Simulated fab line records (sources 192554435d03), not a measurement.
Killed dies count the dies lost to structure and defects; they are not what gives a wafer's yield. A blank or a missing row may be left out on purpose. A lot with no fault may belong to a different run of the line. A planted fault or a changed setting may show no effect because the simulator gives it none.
fab line records	flow n5_finfet
record: lots: 9	wafers: 27	last_day: 19
route steps=1938 shown HKMG_FIN@439 GATE_CUT@465 BEOL_M4@1111 PASSIVATION@1936
lots that met no fault: taken from a fault-free run of the same line
start_h: hours from the record's opening day to when the first of the lot's shown wafers began	wait_h: hours from the lot's prior step to this one	" repeats the value in the row above	L1.1+2: several wafers, shown together as one row	- no value, or no start was given	* or withheld: withheld	< > ~ a bound
route shown NAME@n: names a module that has steps shown in the file, with the first one's number in the route	usual: average and standard deviation across the fault-free wafers	same: alike in all rows	chamber/n: place in a boat	sites: readings site by site	_std_site: the standard deviation of these	_edge_site: mean of outer sites minus mean of inner sites	radius_mm: how far each site lies from the wafer's centre	mask NAME#n: copy n	behind: tool/chamber where the wafer was last shaped	hold: why the lot was held/for how many hours/how that ended	device: whichever transistor did not switch (one of n, p or np)	end of line: at the end of the route, the tests of the same wafers	a step with no rows: only its recipe	killed: count of dies lost to structure and defects at first sort (not the wafer's yield)	map: a wafer's dies, x killed, . not, _ none there
set.NAME: the run value of the setting; set.NAME@STEP: its run value at that earlier step	model.NAME: the simulator's own value behind a step, which no gauge read
route steps across a sampled set of lots; one table per step, one row per wafer
services: when a tool's chamber went out of use (start_h, in hours from the record's first day, below 0 if earlier), for how many hours, and the reason
== steps ==
step: N5_HKMG_FIN_STRIP_92
recipe: chemistry: N2/H2	material: SOC	time_s: 20	power_w: 500	temp_c: 40	pressure_mtorr: 50	rf_frequency_hz: 6e+07	bias_power_w: 8	h2_frac: 0.5	n2_flow_sccm: 300	h2_flow_sccm: 300
usual: drypump_motor_current_A: 5.6/0.5	oes_product_au: 0.82/0.087	power_w: 500.0/1.4	rf_vpp_V: 54.3/0.91	showerhead_plenum_p_Torr: 3.40/0.11	throttle_valve_pct: 18.8/0.36
lot.wafer	tool	chamber	start_h	wait_h	drypump_motor_current_A	oes_product_au	power_w	rf_hours_counter_h	rf_vpp_V	showerhead_plenum_p_Torr	throttle_valve_pct
L749.1	rie_diel-04	0	76.08	0.1	4.9	0.87	500.8	60	53.9	3.26	19.2
L749.3	"	3	"	"	5.8	0.74	501.6	155	53.8	3.35	18.5
L749.5	"	0	"	"	5.0	0.86	503.3	-	55.3	3.26	19.2
L755.1	rie_diel-04	1	112.32	0.1	5.7	0.76	500.0	156	54.1	3.22	18.4
L755.3	"	0	"	"	5.0	0.84	499.2	72	53.2	3.26	19.2
L755.4	"	3	"	"	5.8	0.71	498.1	167	55.4	3.34	18.6
L756.1	rie_diel-03	1	115.86	0.1	6.3	0.81	499.6	76	54.3	3.38	18.2
L756.4	"	2	"	"	5.6	0.85	501.9	49	54.1	3.27	19.3
L756.6	"	1	"	"	6.3	0.82	500.2	-	53.4	3.38	18.2
L759.3	rie_diel-03	3	138.90	0.1	5.7	0.84	497.9	77	54.2	3.26	18.9
L759.4	"	2	"	"	5.7	0.84	500.6	55	53.9	3.26	19.3
L759.6	"	2	"	"	5.6	0.84	500.2	-	53.3	3.26	19.3
L760.3	rie_diel-03	1	145.40	0.1	6.3	0.82	499.3	85	54.9	3.38	18.2
L760.5	"	1	"	"	6.3	0.81	500.7	-	53.2	3.38	18.2
L760.6	"	0	"	"	5.2	0.81	498.7	-	53.9	3.50	18.7
L764.2	rie_diel-04	2	167.54	0.1	6.8	0.68	501.7	211	54.6	3.32	19.3
L764.3	"	0	"	"	4.9	0.82	497.6	88	53.6	3.25	19.2
L764.5	"	0	"	"	4.9	0.82	502.4	-	53.8	3.25	19.2
L766.1	rie_diel-06	3	180.24	0.1	5.0	0.95	500.4	24	53.5	3.54	18.6
L766.4	"	2	"	"	5.4	0.69	502.4	242	54.8	3.41	19.0
L766.6	"	0	"	"	5.3	0.92	502.0	-	53.5	3.43	19.1
L771.3	rie_diel-06	3	208.09	0.1	5.0	0.92	500.5	34	53.3	3.54	18.7
L771.4	"	0	"	"	5.3	0.90	499.7	25	54.8	3.42	19.1
L771.5	"	1	"	"	5.9	0.90	501.3	-	54.4	3.56	18.8
L772.1	rie_diel-06	2	213.14	0.1	5.3	0.68	499.3	252	54.7	3.41	19.0
L772.3	"	0	"	"	5.3	0.91	498.7	26	53.9	3.42	19.1
L772.4	"	1	"	"	5.9	0.89	500.8	46	54.4	3.56	18.8
step: N5_HKMG_FIN_STRIP_90
recipe: chemistry: N2/H2	material: SOC	time_s: 20	power_w: 500	temp_c: 40	pressure_mtorr: 50	rf_frequency_hz: 6e+07	bias_power_w: 8	h2_frac: 0.5	n2_flow_sccm: 300	h2_flow_sccm: 300
usual: drypump_motor_current_A: 5.7/0.53	oes_product_au: 0.79/0.094	power_w: 500.1/1.4	rf_vpp_V: 54.3/0.79	showerhead_plenum_p_Torr: 3.36/0.11	throttle_valve_pct: 18.9/0.37
lot.wafer	tool	chamber	start_h	wait_h	drypump_motor_current_A	oes_product_au	power_w	rf_hours_counter_h	rf_vpp_V	showerhead_plenum_p_Torr	throttle_valve_pct
L749.1	rie_diel-06	1	78.08	0.0	5.9	1.00	500.0	3	55.2	3.59	18.7
L749.3	"	0	"	"	5.3	0.68	500.4	241	54.5	3.44	19.5
L749.5	"	1	"	"	5.9	0.99	499.3	-	54.9	3.59	18.7
L755.1	rie_diel-04	0	114.32	0.0	5.0	0.84	500.4	73	55.3	3.26	19.2
L755.3	"	2	"	"	6.8	0.69	500.4	199	56.5	3.33	19.3
L755.4	"	3	"	"	5.8	0.73	499.4	168	55.3	3.34	18.5
L756.1	rie_diel-04	0	117.90	0.0	5.0	0.84	499.1	74	54.1	3.26	19.2
L756.4	"	3	"	"	5.8	0.72	498.5	170	54.9	3.34	18.6
L756.6	"	3	"	"	5.8	0.73	500.3	-	54.6	3.34	18.5
L759.3	rie_diel-03	3	140.90	0.0	5.7	0.84	500.3	78	53.2	3.26	18.9
L759.4	"	0	"	"	5.2	0.82	500.3	91	54.8	3.50	18.7
L759.6	"	3	"	"	5.7	0.83	500.7	-	55.1	3.26	18.9
L760.3	rie_diel-03	2	147.40	0.0	5.6	0.83	502.2	59	52.9	3.26	19.3
L760.5	"	2	"	"	5.6	0.85	498.4	-	54.4	3.26	19.3
L760.6	"	1	"	"	6.3	0.80	502.6	-	55.9	3.38	18.2
L764.2	rie_diel-04	2	169.56	0.0	6.8	0.67	500.6	212	54.7	3.32	19.3
L764.3	"	1	"	"	5.7	0.76	499.7	173	53.0	3.21	18.4
L764.5	"	3	"	"	5.8	0.71	498.0	-	54.2	3.33	18.5
L766.1	rie_diel-03	1	182.24	0.0	6.3	0.82	519.2	98	55.8	3.37	18.3
L766.4	"	0	"	"	5.2	0.79	499.5	106	54.0	3.49	18.8
L766.6	"	2	"	"	5.6	0.82	499.5	-	54.1	3.25	19.3
L771.3	rie_diel-06	3	210.09	0.0	4.9	0.93	500.0	34	54.3	3.54	18.7
L771.4	"	1	"	"	5.9	0.89	499.4	45	54.8	3.56	18.8
L771.5	"	1	"	"	5.9	0.91	500.6	-	54.5	3.56	18.8
L772.1	rie_diel-04	3	215.21	0.0	5.8	0.70	502.1	199	54.3	3.33	18.6
L772.3	"	1	"	"	5.8	0.75	500.8	188	52.7	3.21	18.4
L772.4	"	0	"	"	5.0	0.82	499.4	104	54.4	3.24	19.3
step: N5_HKMG_FIN_ETCHBACK_68
recipe: chemistry: Cl2/Ar	stop_on: HfO2	target_depth_a: 5	pressure_mtorr: 10	icp_w: 600	bias_w: 60	Cl2_flow_sccm: 40	Ar_flow_sccm: 60
usual: drypump_motor_current_A: 5.6/0.58	oes_product_au: 0.72/0.094	throttle_valve_pct: 20.86/0.2
lot.wafer	tool	chamber	start_h	wait_h	drypump_motor_current_A	oes_product_au	rf_hours_counter_h	throttle_valve_pct
L749.1	rie_metal-03	0	78.24	0.0	5.3	0.63	118	21.04
L749.3	"	1	"	"	5.1	0.79	-	20.63
L749.5	"	1	"	"	5.1	0.79	-	20.62
L755.1	rie_metal-01	0	114.48	0.0	6.7	0.78	39	21.10
L755.3	"	1	"	"	5.1	0.63	-	20.85
L755.4	"	0	"	"	6.7	0.78	-	21.11
L756.1	rie_metal-02	1	118.05	0.0	5.9	0.66	97	20.94
L756.4	"	1	"	"	5.9	0.65	-	20.93
L756.6	"	1	"	"	5.9	0.66	-	20.95
L759.3	rie_metal-02	0	141.10	0.1	5.7	0.88	-	20.54
L759.4	"	1	"	"	5.9	0.65	-	20.93
L759.6	"	1	"	"	5.9	0.66	-	20.94
L760.3	rie_metal-03	1	147.60	0.1	5.1	0.78	-	20.63
L760.5	"	1	"	"	5.1	0.77	-	20.64
L760.6	"	0	"	"	5.3	0.62	-	21.04
L764.2	rie_metal-01	1	169.72	0.0	5.1	0.62	108	20.87
L764.3	"	0	"	"	6.7	0.77	-	21.12
L764.5	"	0	"	"	6.7	0.77	-	21.10
L766.1	rie_metal-02	0	182.40	0.0	5.6	0.87	14	20.55
L766.4	"	1	"	"	5.9	0.65	-	20.94
L766.6	"	1	"	"	5.9	0.65	-	20.95
L771.3	rie_metal-03	0	210.29	0.1	5.3	0.61	-	21.05
L771.4	"	1	"	"	5.1	0.76	-	20.65
L771.5	"	0	"	"	5.3	0.61	-	21.05
L772.1	rie_metal-02	0	215.37	0.0	5.7	0.85	17	20.57
L772.3	"	1	"	"	5.9	0.65	-	20.97
L772.4	"	0	"	"	5.7	0.84	-	20.56
step: N5_GATE_CUT_ETCHBACK_00
recipe: chemistry: SF6/Cl2	target: W	pressure_mtorr: 8	icp_w: 900	bias_w: 80	SF6_flow_sccm: 40	Cl2_flow_sccm: 60
usual: drypump_motor_current_A: 5.6/0.65	oes_product_au: 0.72/0.089	throttle_valve_pct: 27.54/0.25
lot.wafer	tool	chamber	start_h	wait_h	drypump_motor_current_A	oes_product_au	rf_hours_counter_h	throttle_valve_pct
L749.1	rie_metal-03	1	80.04	0.0	5.1	0.80	38	27.44
L749.3	"	0	"	"	5.3	0.64	-	27.50
L749.5	"	0	"	"	5.3	0.65	-	27.50
L755.1	rie_metal-01	1	116.28	0.0	5.1	0.63	105	27.45
L755.3	"	0	"	"	6.7	0.78	-	27.91
L755.4	"	1	"	"	5.1	0.63	-	27.46
L756.1	rie_metal-01	0	119.88	0.0	6.7	0.78	40	27.90
L756.4	"	0	"	"	6.7	0.79	-	27.90
L756.6	"	0	"	"	6.7	0.78	-	27.89
L759.3	rie_metal-01	0	142.90	0.1	6.8	0.78	-	27.90
L759.4	"	1	"	"	5.1	0.63	-	27.45
L759.6	"	0	"	"	6.7	0.78	-	27.90
L760.3	rie_metal-03	0	149.41	0.1	5.3	0.63	-	27.51
L760.5	"	1	"	"	5.1	0.78	-	27.46
L760.6	"	0	"	"	5.3	0.63	-	27.51
L764.2	rie_metal-02	0	171.52	0.0	5.7	0.88	13	26.99
L764.3	"	1	"	"	5.9	0.67	-	27.60
L764.5	"	1	"	"	5.9	0.67	-	27.60
L766.1	rie_metal-01	1	184.20	0.0	5.1	0.62	109	27.48
L766.4	"	1	"	"	5.1	0.63	-	27.49
L766.6	"	0	"	"	6.7	0.78	-	27.92
L771.3	rie_metal-03	1	212.09	0.1	5.1	0.76	-	27.46
L771.4	"	0	"	"	5.3	0.62	-	27.51
L771.5	"	1	"	"	5.1	0.77	-	27.47
L772.1	rie_metal-01	1	217.21	0.0	5.1	0.62	112	27.48
L772.3	"	1	"	"	5.1	0.61	-	27.47
L772.4	"	0	"	"	6.7	0.77	-	27.89
step: N5_BEOL_M4_RC_MEAS_101
usual: DIBL_N: 36.0/2.2	DIBL_P: 36.2/2.4	IOFF_N: 0.16/0.035	IOFF_P: 0.21/0.037	ION_N: 672/13	ION_P: 461/7	SS_N: 71.4/0.69	SS_P: 73.2/0.75	VT_N: 250/3.4	VT_P: -251/3
lot.wafer	tool	chamber	start_h	wait_h	DIBL_N[mV/V]	DIBL_P[mV/V]	IOFF_N[nA/um]	IOFF_P[nA/um]	ION_N[uA/um]	ION_P[uA/um]	SS_N[mV/dec]	SS_P[mV/dec]	VT_N[mV]	VT_P[mV]
L749.1	prober-01	0	205.02	0.0	33.9	34.2	0.12	0.17	659	451	71.3	73.7	252	-257
L749.3	"	0	"	"	35.4	35.7	0.16	0.19	677	457	71.1	73.4	250	-253
L749.5	"	0	"	"	35.7	36.5	0.17	0.21	694	467	70.8	73.6	246	-252
L755.1	prober-01	0	235.09	0.0	35.2	34.8	0.14	0.18	665	455	71.1	72.2	253	-255
L755.3	"	0	"	"	32.3	32.9	0.11	0.16	655	454	70.3	71.8	254	-252
L755.4	"	0	"	"	35.6	36.0	0.14	0.19	667	461	71.0	72.8	251	-254
L756.1	prober-02	0	235.70	0.0	34.2	33.5	0.13	0.18	675	465	70.3	72.5	252	-250
L756.4	"	0	"	"	36.7	37.9	0.18	0.24	684	471	71.8	73.6	246	-246
L756.6	"	0	"	"	36.2	36.5	0.16	0.22	683	460	70.8	73.1	249	-250
L759.3	prober-02	0	264.73	0.3	34.0	32.1	0.13	0.18	666	458	71.1	72.2	253	-250
L759.4	"	0	"	"	36.6	35.7	0.18	0.24	673	470	72.5	73.2	246	-246
L759.6	"	0	"	"	33.7	32.3	0.12	0.18	665	460	70.4	72.5	253	-248
L760.3	prober-02	0	273.10	0.3	31.8	33.3	0.11	0.16	651	452	70.9	73.1	254	-254
L760.5	"	0	"	"	35.7	37.8	0.16	0.22	663	458	72.4	73.2	248	-252
L760.6	"	0	"	"	34.3	35.4	0.15	0.19	670	457	71.0	73.0	251	-253
L764.2	prober-02	0	299.60	0.2	35.1	36.3	0.15	0.22	664	461	71.1	73.1	248	-250
L764.3	"	0	"	"	35.3	35.5	0.15	0.19	677	457	70.9	73.1	251	-252
L764.5	"	0	"	"	35.8	37.0	0.16	0.23	677	463	71.8	73.0	250	-248
L766.1	prober-01	0	302.65	0.0	36.3	34.9	0.13	0.19	659	452	71.5	73.4	252	-250
L766.4	"	0	"	"	32.1	30.5	0.09	0.14	651	450	69.7	72.0	258	-256
L766.6	"	0	"	"	32.0	30.6	0.09	0.14	647	452	69.8	71.9	259	-254
L771.3	prober-02	0	338.34	0.3	37.0	38.6	0.19	0.23	689	460	71.7	74.1	247	-250
L771.4	"	0	"	"	37.4	39.4	0.20	0.23	696	470	72.3	73.4	247	-251
L771.5	"	0	"	"	35.2	37.4	0.17	0.21	681	468	71.6	73.8	250	-251
L772.1	prober-01	0	341.10	0.0	36.0	35.5	0.14	0.20	676	466	70.8	73.0	251	-249
L772.3	"	0	"	"	37.5	37.4	0.18	0.24	682	473	71.7	73.2	249	-247
L772.4	"	0	"	"	36.2	36.2	0.16	0.21	678	466	71.3	73.0	250	-248
step: N5_PASSIVATION_PROBE_49
usual: defect_limited_yield: 91.2/1.4	killed_at_M0_to_M3: 34/9.4	killed_at_M4_up: 14/5.6	killed_at_contacts: 13/7.8	killed_at_front_end: 37/10	killed_at_other: 4/3.3	killed_dies: 103/17	killed_open: 68/13	killed_short: 33/8.2	sort_bin_5_function: 5.1/0.92	sort_bin_6_memory: 3.3/0.71	sort_bin_8_speed: 0.01/0.043	sort_n_pass: 1077/17	sort_yield_pct: 91.2/1.4
same: gross_dies: 1180	killed_at_back_side: 0	sort_bin_4_leakage[%]: 0
lot.wafer	tool	chamber	start_h	wait_h	defect_limited_yield[%]	killed_at_M0_to_M3	killed_at_M4_up	killed_at_contacts	killed_at_front_end	killed_at_other	killed_dies	killed_open	killed_short	sort_bin_5_function[%]	sort_bin_6_memory[%]	sort_bin_8_speed[%]	sort_n_pass	sort_yield_pct[%]
L749.1	prober-02	-	310.47	0.0	88.2	43	12	29	55	0	139	95	43	6.5	4.8	0	1041	88.2
L749.3	prober-02	-	310.57	0.1	91.9	31	14	22	28	0	95	66	26	4.1	3.6	0	1085	91.9
L749.5	prober-02	-	310.67	0.2	90.6	38	9	20	31	13	111	71	40	5.0	4.1	0	1069	90.6
L755.1	prober-01	-	338.14	0.0	89.8	52	20	7	40	1	120	87	32	5.6	4.3	0	1060	89.8
L755.3	prober-01	-	338.24	0.1	90.4	52	18	6	32	5	113	71	42	5.6	3.6	0	1067	90.4
L755.4	prober-01	-	338.29	0.2	90.6	51	13	6	40	1	111	79	32	5.1	4.1	0	1069	90.6
L756.1	prober-02	-	343.83	0.0	91.3	24	25	16	33	5	103	72	31	5.5	3.1	0	1077	91.3
L756.4	prober-02	-	343.98	0.2	91.1	29	16	15	39	6	105	65	39	4.9	3.8	0	1075	91.1
L756.6	prober-02	-	344.08	0.3	92.7	32	11	3	36	4	86	53	32	4.4	2.4	0	1094	92.7
L759.3	prober-02	-	372.64	0.1	91.0	54	10	16	25	1	106	68	33	5.3	3.1	0	1074	91.0
L759.4	prober-02	-	372.69	0.2	92.3	36	10	10	34	1	91	60	30	4.5	3.1	0	1089	92.3
L759.6	prober-02	-	372.79	0.3	93.1	34	12	13	20	3	82	60	20	4.1	2.6	0	1098	93.1
L760.3	prober-01	-	378.02	0.1	91.6	45	6	4	41	3	99	56	43	5.0	3.1	0	1081	91.6
L760.5	prober-01	-	378.12	0.2	92.0	45	14	7	20	8	94	69	25	5.1	2.5	0	1086	92.0
L760.6	prober-01	-	378.17	0.3	91.7	37	12	12	37	0	98	61	32	5.3	2.3	0	1082	91.7
L766.1	prober-01	-	407.89	0.0	88.7	43	12	25	49	4	133	72	61	6.6	4.2	0	1047	88.7
L766.4	prober-01	-	408.04	0.2	89.7	35	22	19	37	8	121	86	34	5.6	4.3	0.08	1058	89.7
L766.6	prober-01	-	408.14	0.3	86.4	37	12	25	76	10	160	107	52	7.1	5.8	0	1020	86.4
L764.2	prober-01	-	409.92	0.1	91.5	34	13	9	43	1	100	70	28	4.7	3.3	0	1080	91.5
L764.3	prober-01	-	409.97	0.1	90.0	32	18	9	53	6	118	71	47	6.2	3.5	0	1062	90.0
L764.5	prober-01	-	410.07	0.2	93.1	29	9	5	38	1	82	53	23	4.0	2.5	0	1098	93.1
L772.1	prober-02	-	441.01	0.1	90.8	39	12	9	44	4	108	81	24	5.1	3.6	0	1072	90.8
L772.3	prober-02	-	441.11	0.2	93.9	22	11	5	31	3	72	47	22	3.2	2.7	0.08	1108	93.9
L772.4	prober-02	-	441.16	0.3	91.3	43	18	7	33	2	103	68	33	4.6	3.7	0	1077	91.3
L771.3	prober-02	-	452.61	0.1	91.1	41	21	11	29	3	105	63	35	5.0	3.1	0	1075	91.1
L771.4	prober-02	-	452.66	0.2	90.7	35	29	11	35	0	110	82	27	5.1	4.0	0	1070	90.7
L771.5	prober-02	-	452.71	0.2	91.4	25	13	8	52	4	102	71	25	4.2	3.7	0	1078	91.4
killed by level:class
L749.1 MOL_CONTACT_COAG:geometric_particle:open=18 BEOL_M0_SAQP:geometric_particle:open=14 FIN_SAQP:geometric_particle:open=11 MOL_CONTACT_COAG:geometric_particle:short=11 STI_FIN_REVEAL:geometric_particle:open=10 DUMMY_GATE:geometric_particle:open=10 FIN_SAQP:geometric_particle:short=9 BEOL_M2:geometric_particle:open=9
L749.3 MOL_CONTACT_COAG:geometric_particle:open=21 BEOL_M3:geometric_particle:open=9 FIN_SAQP:geometric_particle:short=7 BEOL_M0_SAQP:geometric_particle:open=6 BEOL_M4:geometric_particle:open=6 DUMMY_GATE:geometric_particle:open=4 BEOL_M0_SAQP:geometric_particle:short=4 BEOL_M2:geometric_particle:open=4
L749.5 MOL_CONTACT_COAG:geometric_particle:open=14 MIM_TOP:geometric_particle:short=8 BEOL_M0_SAQP:geometric_particle:open=8 BEOL_M3:geometric_particle:open=8 FIN_SAQP:geometric_particle:open=6 FIN_SAQP:geometric_particle:short=6 MOL_CONTACT_COAG:geometric_particle:short=6 BEOL_M0_SAQP:geometric_particle:short=6
L755.1 BEOL_M2:geometric_particle:open=18 STI_FIN_REVEAL:geometric_particle:open=17 BEOL_M4:geometric_particle:open=13 BEOL_M0_SAQP:geometric_particle:open=11 STI_FIN_REVEAL:geometric_particle:short=9 MOL_CONTACT_COAG:geometric_particle:open=6 BEOL_M2:geometric_particle:short=6 BEOL_M3:geometric_particle:open=6
L755.3 BEOL_M4:geometric_particle:open=13 BEOL_M0_SAQP:geometric_particle:open=10 BEOL_M3:geometric_particle:open=9 BEOL_M0_SAQP:geometric_particle:short=8 BEOL_M1:geometric_particle:open=8 BEOL_M2:geometric_particle:open=8 FIN_SAQP:geometric_particle:short=6 MOL_CONTACT_COAG:geometric_particle:open=5
L755.4 STI_FIN_REVEAL:geometric_particle:open=18 BEOL_M2:geometric_particle:open=13 FIN_SAQP:geometric_particle:open=11 BEOL_M1:geometric_particle:open=10 BEOL_M2:geometric_particle:short=8 BEOL_M3:geometric_particle:open=7 BEOL_M4:geometric_particle:open=6 MOL_CONTACT_COAG:geometric_particle:open=5
L756.1 MOL_CONTACT_COAG:geometric_particle:open=15 BEOL_M0_SAQP:geometric_particle:short=8 STI_FIN_REVEAL:geometric_particle:open=7 FIN_SAQP:geometric_particle:short=6 BEOL_M5:geometric_particle:open=6 GATE_CUT:geometric_particle:short=5 BEOL_M0_SAQP:geometric_particle:open=5 BEOL_M7:geometric_particle:open=5
L756.4 BEOL_M0_SAQP:geometric_particle:open=14 MOL_CONTACT_COAG:geometric_particle:open=9 FIN_SAQP:geometric_particle:short=7 STI_FIN_REVEAL:geometric_particle:open=7 BEOL_M2:geometric_particle:open=7 MOL_CONTACT_COAG:geometric_particle:short=6 BEOL_M4:geometric_particle:open=6 FIN_SAQP:geometric_particle:open=5
L756.6 BEOL_M0_SAQP:geometric_particle:short=11 STI_FIN_REVEAL:geometric_particle:open=10 BEOL_M0_SAQP:geometric_particle:open=7 GATE_CUT:geometric_particle:short=6 FIN_SAQP:geometric_particle:open=5 BEOL_M1:geometric_particle:open=5 BEOL_M2:geometric_particle:open=4 BEOL_M4:geometric_particle:open=4
L759.3 BEOL_M3:geometric_particle:open=18 BEOL_M0_SAQP:geometric_particle:short=17 MOL_CONTACT_COAG:geometric_particle:open=15 BEOL_M0_SAQP:geometric_particle:open=6 GATE_CUT:geometric_particle:short=5 GATE_CUT:geometric_particle:open=4 BEOL_M3:geometric_particle:short=4 BEOL_M6:geometric_particle:open=4
L759.4 MOL_CONTACT_COAG:geometric_particle:open=8 BEOL_M3:geometric_particle:open=8 BEOL_M0_SAQP:geometric_particle:short=7 BEOL_M0_SAQP:geometric_particle:open=6 STI_FIN_REVEAL:geometric_particle:open=5 STARTING-WAFER:geometric_particle:open=5 GATE_CUT:geometric_particle:open=4 BEOL_M2:geometric_particle:open=4
L759.6 MOL_CONTACT_COAG:geometric_particle:open=12 BEOL_M0_SAQP:geometric_particle:open=9 BEOL_M3:geometric_particle:open=8 FIN_SAQP:geometric_particle:open=5 BEOL_M2:geometric_particle:open=5 BEOL_M1:geometric_particle:open=4 BEOL_M6:geometric_particle:open=4 ILD0:geometric_particle:short=3
L760.3 BEOL_M0_SAQP:geometric_particle:short=14 BEOL_M0_SAQP:geometric_particle:open=13 FIN_SAQP:geometric_particle:open=11 FIN_SAQP:geometric_particle:short=6 GATE_CUT:geometric_particle:short=6 BEOL_M1:geometric_particle:open=5 BEOL_M2:geometric_particle:open=5 STARTING-WAFER:geometric_particle:short=5
L760.5 BEOL_M0_SAQP:geometric_particle:open=17 BEOL_M0_SAQP:geometric_particle:short=12 BEOL_M4:geometric_particle:open=9 BEOL_M1:geometric_particle:open=7 MOL_CONTACT_COAG:geometric_particle:open=6 STI_FIN_REVEAL:geometric_particle:open=5 FIN_SAQP:geometric_particle:open=4 BEOL_M3:geometric_particle:open=4
L760.6 MOL_CONTACT_COAG:geometric_particle:open=11 STI_FIN_REVEAL:geometric_particle:open=10 BEOL_M0_SAQP:geometric_particle:open=10 BEOL_M1:geometric_particle:open=7 BEOL_M2:geometric_particle:open=7 FIN_SAQP:geometric_particle:short=6 BEOL_M5:geometric_particle:open=6 BEOL_M0_SAQP:geometric_particle:short=6
L766.1 FIN_SAQP:geometric_particle:short=21 BEOL_M0_SAQP:geometric_particle:short=16 MOL_CONTACT_COAG:geometric_particle:open=16 BEOL_M0_SAQP:geometric_particle:open=13 MOL_CONTACT_COAG:geometric_particle:short=9 STI_FIN_REVEAL:geometric_particle:open=8 BEOL_M3:geometric_particle:open=5 BEOL_M0:geometric_particle:open=5
L766.4 MOL_CONTACT_COAG:geometric_particle:open=16 FIN_SAQP:geometric_particle:open=11 BEOL_M0_SAQP:geometric_particle:open=7 BEOL_M2:geometric_particle:open=7 BEOL_M0_SAQP:geometric_particle:short=6 BEOL_M4:geometric_particle:open=6 FIN_SAQP:geometric_particle:short=5 BEOL_M7:geometric_particle:open=5
L766.6 MOL_CONTACT_COAG:geometric_particle:open=19 FIN_SAQP:geometric_particle:open=18 STI_FIN_REVEAL:geometric_particle:open=16 FIN_SAQP:geometric_particle:short=15 BEOL_M0_SAQP:geometric_particle:open=10 BEOL_M0_SAQP:geometric_particle:short=10 DUMMY_GATE:geometric_particle:open=7 BEOL_M2:geometric_particle:open=7
L764.2 STI_FIN_REVEAL:geometric_particle:open=15 BEOL_M2:geometric_particle:open=10 MOL_CONTACT_COAG:geometric_particle:open=8 FIN_SAQP:geometric_particle:open=6 BEOL_M4:geometric_particle:open=6 BEOL_M0_SAQP:geometric_particle:open=5 BEOL_M0_SAQP:geometric_particle:short=5 BEOL_M1:geometric_particle:open=4
L764.3 FIN_SAQP:geometric_particle:open=13 STI_FIN_REVEAL:geometric_particle:open=10 BEOL_M0_SAQP:geometric_particle:short=10 FIN_SAQP:geometric_particle:short=6 GATE_CUT:geometric_particle:short=6 MOL_CONTACT_COAG:geometric_particle:short=5 BEOL_M1:geometric_particle:open=5 BEOL_M8:geometric_particle:open=5
L764.5 STI_FIN_REVEAL:geometric_particle:open=9 BEOL_M0_SAQP:geometric_particle:open=8 BEOL_M1:geometric_particle:open=6 FIN_SAQP:geometric_particle:short=5 MOL_CONTACT_COAG:geometric_particle:open=5 BEOL_M1:geometric_particle:short=5 STARTING-WAFER:geometric_particle:short=5 HKMG_FIN:area_etch=5
L772.1 STI_FIN_REVEAL:geometric_particle:open=13 BEOL_M2:geometric_particle:open=11 FIN_SAQP:geometric_particle:open=8 MOL_CONTACT_COAG:geometric_particle:open=7 BEOL_M1:geometric_particle:open=7 BEOL_M0_SAQP:geometric_particle:open=6 FIN_SAQP:geometric_particle:short=5 DUMMY_GATE:geometric_particle:open=5
L772.3 FIN_SAQP:geometric_particle:short=8 STI_FIN_REVEAL:geometric_particle:open=8 DUMMY_GATE:geometric_particle:open=7 BEOL_M4:geometric_particle:open=6 BEOL_M2:geometric_particle:open=5 MOL_CONTACT_COAG:geometric_particle:open=4 BEOL_M1:geometric_particle:short=4 BEOL_M0:geometric_particle:open=3
L772.4 BEOL_M4:geometric_particle:open=13 BEOL_M3:geometric_particle:open=12 BEOL_M2:geometric_particle:open=10 FIN_SAQP:geometric_particle:short=7 BEOL_M1:geometric_particle:short=6 BEOL_M1:geometric_particle:open=6 STARTING-WAFER:geometric_particle:open=5 DUMMY_GATE:geometric_particle:open=4
L771.3 BEOL_M2:geometric_particle:open=11 MOL_CONTACT_COAG:geometric_particle:open=9 BEOL_M0_SAQP:geometric_particle:short=9 FIN_SAQP:geometric_particle:short=8 BEOL_M4:geometric_particle:open=8 BEOL_M0_SAQP:geometric_particle:open=6 BEOL_M3:geometric_particle:open=6 HKMG_FIN:area_etch=6
L771.4 BEOL_M2:geometric_particle:open=13 BEOL_M4:geometric_particle:open=12 STI_FIN_REVEAL:geometric_particle:open=11 MOL_CONTACT_COAG:geometric_particle:open=8 BEOL_M6:geometric_particle:open=8 BEOL_M1:geometric_particle:open=6 BEOL_M0_SAQP:geometric_particle:open=6 GATE_CUT:geometric_particle:short=5
L771.5 STI_FIN_REVEAL:geometric_particle:open=17 BEOL_M2:geometric_particle:open=13 GATE_CUT:geometric_particle:short=9 MOL_CONTACT_COAG:geometric_particle:open=7 FIN_SAQP:geometric_particle:short=6 HKMG_FIN:area_etch=6 FIN_SAQP:geometric_particle:open=4 BEOL_M3:geometric_particle:open=4
== services ==
tool	chamber	start_h	hours	kind
rie_metal-03	-	52.87	0.3	repair
rie_diel-06	3	70.48	-	clean
rie_diel-06	3	70.48	-	consumable_replace:focus_ring
rie_diel-06	3	70.48	-	consumable_replace:showerhead
rie_diel-06	3	70.48	28.0	scheduled_down
rie_diel-06	3	70.48	28.0	vent_cycle
rie_diel-03	0	72.76	9.1	repair
rie_diel-06	-	74.08	0.7	repair
rie_metal-01	-	88.18	1.0	repair
rie_diel-06	0	112.78	-	clean
rie_diel-06	0	112.78	-	consumable_replace:focus_ring
rie_diel-06	0	112.78	17.8	scheduled_down
rie_diel-06	0	112.78	17.8	vent_cycle
rie_metal-02	-	121.15	4.3	pm
rie_metal-03	-	128.76	2.8	pm
rie_diel-04	2	142.43	9.2	repair
rie_diel-04	3	166.11	2.1	repair
rie_metal-02	-	181.30	1.0	repair
rie_diel-06	-	202.66	1.0	repair
rie_metal-03	0	205.63	1.3	repair
rie_diel-06	2	215.81	-	clean
rie_diel-06	2	215.81	-	consumable_replace:focus_ring
rie_diel-06	2	215.81	15.1	scheduled_down
rie_diel-06	2	215.81	15.1	vent_cycle
== key ==
first_sign: step: N5_HKMG_FIN_STRIP_90	reading: power_w	direction: up	sigmas: 14	usual: *	struck: *
effect none on later readings
met_at N5_HKMG_FIN_STRIP_90
struck_lots L766
struck_wafers L766.1
not_acting_at N5_HKMG_FIN_STRIP_92,N5_HKMG_FIN_ETCHBACK_68,N5_GATE_CUT_ETCHBACK_00
onset_between 147.40 182.24
fault: kind: process_parameter_drift	tool: rie_diel-03	chamber: 1	onset_h: 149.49	steps: N5_HKMG_FIN_STRIP_90	channel: power_w	offset: *	shape: step	end_h: 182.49	acts_in: *	stated: *
